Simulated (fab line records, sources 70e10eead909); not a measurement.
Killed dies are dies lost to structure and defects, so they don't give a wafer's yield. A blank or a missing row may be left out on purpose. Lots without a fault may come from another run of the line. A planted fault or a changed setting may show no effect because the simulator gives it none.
Which tool did it? | flow nand_harc | 14 lots, 42 wafers sampled, at 5 steps of a route of 1159

WHAT THE GAUGES READ, wafer by wafer
NHARC_END_SORT_01. Usual: killed_at_array 29, standard deviation 11; killed_at_other 0.7, standard deviation 1.1; killed_at_periphery 3.1, standard deviation 2; killed_dies 33, standard deviation 11; killed_open 3.5, standard deviation 1.8; killed_short 2.0, standard deviation 1.4.
lot  | measured     | on        | killed_at_array | killed_at_other | killed_at_periphery | killed_dies | killed_open | killed_short | flag
L917 | day 21 08:01 | prober-01 | 671 669 667     | 3 3 1           | 3 5 9               | 677 677 677 | 2 5 3       | 1 2 3        | OFF
L920 | day 21 17:22 | prober-01 | 677 675 674     | 0 0 0           | 0 2 3               | 677 677 677 | 7 1 8       | 1 0 0        | OFF

WHICH TOOL RAN EACH LOT (tool, then ch and the chambers of the sampled wafers, then the start)
lot  | NHARC_A_CONTACT_DEP_84        | NHARC_A_BONDPAD_STRIP_15           | NHARC_THIN_TSV_CMP_01         | NHARC_THIN_TSV_PRE_CLEAN_54
L912 | acl_dep-02 ch 0, day 16 19:35 | rie_diel-04 ch 1,3, day 18 02:14   | cmp-03 ch 1,2,3, day 18 16:38 | pvd_sputter-01, day 18 22:49
L916 | acl_dep-01 ch 0, day 17 06:45 | rie_diel-04 ch 0,1,2, day 18 07:46 | cmp-01 ch 0,1,3, day 18 21:28 | pvd_sputter-01, day 19 03:46
L913 | acl_dep-03 ch 0, day 17 07:42 | rie_diel-04 ch 1,2,3, day 18 12:35 | cmp-02 ch 0,2,3, day 19 02:52 | pvd_sputter-03, day 19 09:43
L914 | acl_dep-03 ch 0, day 17 13:11 | rie_diel-04 ch 1,3, day 18 13:01   | cmp-01 ch 1,2,3, day 19 06:43 | pvd_sputter-03, day 19 12:55
L917 | acl_dep-01 ch 0, day 17 16:37 | -                                  | -                             | -
L920 | acl_dep-01 ch 0, day 18 21:13 | -                                  | -                             | -
L926 | acl_dep-02 ch 0, day 20 13:16 | rie_diel-04 ch 0,3, day 21 14:08   | cmp-03 ch 2,3, day 22 06:22   | pvd_sputter-03, day 22 12:45
L927 | acl_dep-02 ch 0, day 20 19:14 | rie_diel-04 ch 0,1,3, day 21 23:39 | cmp-01 ch 0,1, day 22 17:58   | pvd_sputter-03, day 23 00:22
L928 | acl_dep-02 ch 0, day 21 02:03 | rie_diel-04 ch 0,1, day 22 03:22   | cmp-03 ch 0,2, day 22 19:12   | pvd_sputter-02, day 23 01:19
L930 | acl_dep-01 ch 0, day 21 11:05 | rie_diel-07 ch 1,2,3, day 22 17:16 | cmp-01 ch 2,3, day 23 09:53   | pvd_sputter-02, day 23 16:22
L929 | acl_dep-01 ch 0, day 21 14:37 | rie_diel-04 ch 0,2, day 22 18:25   | cmp-03 ch 1,3, day 23 11:05   | pvd_sputter-03, day 23 17:20
L931 | acl_dep-02 ch 0, day 21 20:50 | rie_diel-07 ch 2,3, day 23 00:40   | cmp-02 ch 1,2,3, day 23 14:11 | pvd_sputter-02, day 23 21:38
L934 | acl_dep-03 ch 0, day 22 13:07 | rie_diel-04 ch 1,2,3, day 23 10:18 | cmp-01 ch 0,1,2, day 24 00:37 | pvd_sputter-03, day 24 07:01
L935 | acl_dep-01 ch 0, day 22 19:46 | rie_diel-07 ch 0,3, day 23 20:31   | cmp-02 ch 0,1,3, day 24 10:56 | pvd_sputter-01, day 24 17:01
- NHARC_A_CONTACT_DEP_84: deposits aC, target thk 2000 nm.
- NHARC_A_BONDPAD_STRIP_15: strips in O2.
- NHARC_THIN_TSV_CMP_01: polishes.
- NHARC_THIN_TSV_PRE_CLEAN_54: time 30 s.

WHAT THE TOOLS THEMSELVES READ (means of the sampled wafers that have a number; where no wafer has one, the mark that the record gives instead)
NHARC_A_CONTACT_DEP_84. Usual: throttle_valve_pct 35.000 %, standard deviation 0.0094.
lot  | tool       | throttle_valve_pct (%) | flag
L912 | acl_dep-02 | 35.006                 |
L916 | acl_dep-01 | 35.002                 |
L913 | acl_dep-03 | 35.001                 |
L914 | acl_dep-03 | 35.002                 |
L917 | acl_dep-01 | 35.000                 |
L920 | acl_dep-01 | 34.998                 |
L926 | acl_dep-02 | 35.003                 |
L927 | acl_dep-02 | 34.998                 |
L928 | acl_dep-02 | 35.000                 |
L930 | acl_dep-01 | 35.007                 |
L929 | acl_dep-01 | 35.009                 |
L931 | acl_dep-02 | 34.998                 |
L934 | acl_dep-03 | 34.996                 |
L935 | acl_dep-01 | 34.992                 |

NHARC_A_BONDPAD_STRIP_15. Usual: drypump_motor_current_A 5.8 A, standard deviation 0.41; oes_product_au 0.993 a.u., standard deviation 0.0099; rf_vpp_V 57.8 V, standard deviation 0.96; showerhead_plenum_p_Torr 3.51 Torr, standard deviation 0.18; throttle_valve_pct 17.036 %, standard deviation 0.0098.
lot  | tool        | drypump_motor_current_A (A) | oes_product_au (a.u.) | rf_vpp_V (V) | showerhead_plenum_p_Torr (Torr) | throttle_valve_pct (%) | flag
L912 | rie_diel-04 | 6.1                         | 0.991                 | 58.6         | 3.71                            | 17.034                 |
L916 | rie_diel-04 | 5.7                         | 1.001                 | 57.4         | 3.40                            | 17.029                 |
L913 | rie_diel-04 | 6.0                         | 0.997                 | 57.8         | 3.56                            | 17.038                 |
L914 | rie_diel-04 | 6.1                         | 0.986                 | 58.1         | 3.71                            | 17.036                 |
L926 | rie_diel-04 | 5.6                         | 0.986                 | 57.5         | 3.46                            | 17.036                 |
L927 | rie_diel-04 | 5.8                         | 0.981                 | 57.8         | 3.55                            | 17.038                 |
L928 | rie_diel-04 | 5.5                         | 0.984                 | 57.2         | 3.40                            | 17.038                 |
L930 | rie_diel-07 | 6.0                         | 1.000                 | 58.6         | 3.66                            | 17.030                 |
L929 | rie_diel-04 | 5.7                         | 0.989                 | 57.9         | 3.32                            | 17.030                 |
L931 | rie_diel-07 | 5.6                         | 1.003                 | 58.6         | 3.70                            | 17.038                 |
L934 | rie_diel-04 | 6.0                         | 0.992                 | 57.9         | 3.56                            | 17.040                 |
L935 | rie_diel-07 | 5.7                         | 1.001                 | 57.7         | 3.56                            | 17.040                 |

NHARC_THIN_TSV_CMP_01. Usual: motor_current_A 12.3 A, standard deviation 0.98.
lot  | tool   | motor_current_A (A) | flag
L912 | cmp-03 | 11.5                |
L916 | cmp-01 | 12.6                |
L913 | cmp-02 | 11.5                |
L914 | cmp-01 | 12.8                |
L926 | cmp-03 | 12.1                |
L927 | cmp-01 | 12.7                |
L928 | cmp-03 | 11.6                |
L930 | cmp-01 | 13.2                |
L929 | cmp-03 | 12.0                |
L931 | cmp-02 | 12.4                |
L934 | cmp-01 | 12.5                |
L935 | cmp-02 | 12.4                |

NHARC_THIN_TSV_PRE_CLEAN_54. Usual: heater_power_w 427 W, standard deviation 52.
lot  | tool           | heater_power_w (W) | flag
L912 | pvd_sputter-01 | 453                |
L916 | pvd_sputter-01 | 436                |
L913 | pvd_sputter-03 | 494                |
L914 | pvd_sputter-03 | 416                |
L926 | pvd_sputter-03 | 410                |
L927 | pvd_sputter-03 | 427                |
L928 | pvd_sputter-02 | 396                |
L930 | pvd_sputter-02 | 391                |
L929 | pvd_sputter-03 | 462                |
L931 | pvd_sputter-02 | 384                |
L934 | pvd_sputter-03 | 450                |
L935 | pvd_sputter-01 | 447                |

THE ANSWER, worked out from the rows above alone
Rule: a lot is off if the mean of its wafers that have a number lies more than 3 standard deviations from the usual mean. A lot without any number at a reading at which 4 lots or more have one is off too. The other lots that the step has rows for count as sound. The gauges are gone through in route order, then the tools' own readings, and for those a lot's mean is taken as printed above. The first step at which some lot is off is used, and at that step the reading that is off furthest; a lot without a number counts as furthest.
Off: L917, L920, at NHARC_END_SORT_01 (killed_at_array). Neither off nor sound, because the step has no rows for them: L912, L916, L913, L914, L926, L927, L928, L930, L929, L931, L934, L935.
A tool fits if, at a process step before that reading, it ran every lot that is off, and no sound lot after the first of them. The gauges at NHARC_END_SORT_01 are tried like those tools. Can't be told from this: 2 tools fit, acl_dep-01 at NHARC_A_CONTACT_DEP_84, prober-01 at NHARC_END_SORT_01.

WHAT THE SIMULATOR HAD PUT IN
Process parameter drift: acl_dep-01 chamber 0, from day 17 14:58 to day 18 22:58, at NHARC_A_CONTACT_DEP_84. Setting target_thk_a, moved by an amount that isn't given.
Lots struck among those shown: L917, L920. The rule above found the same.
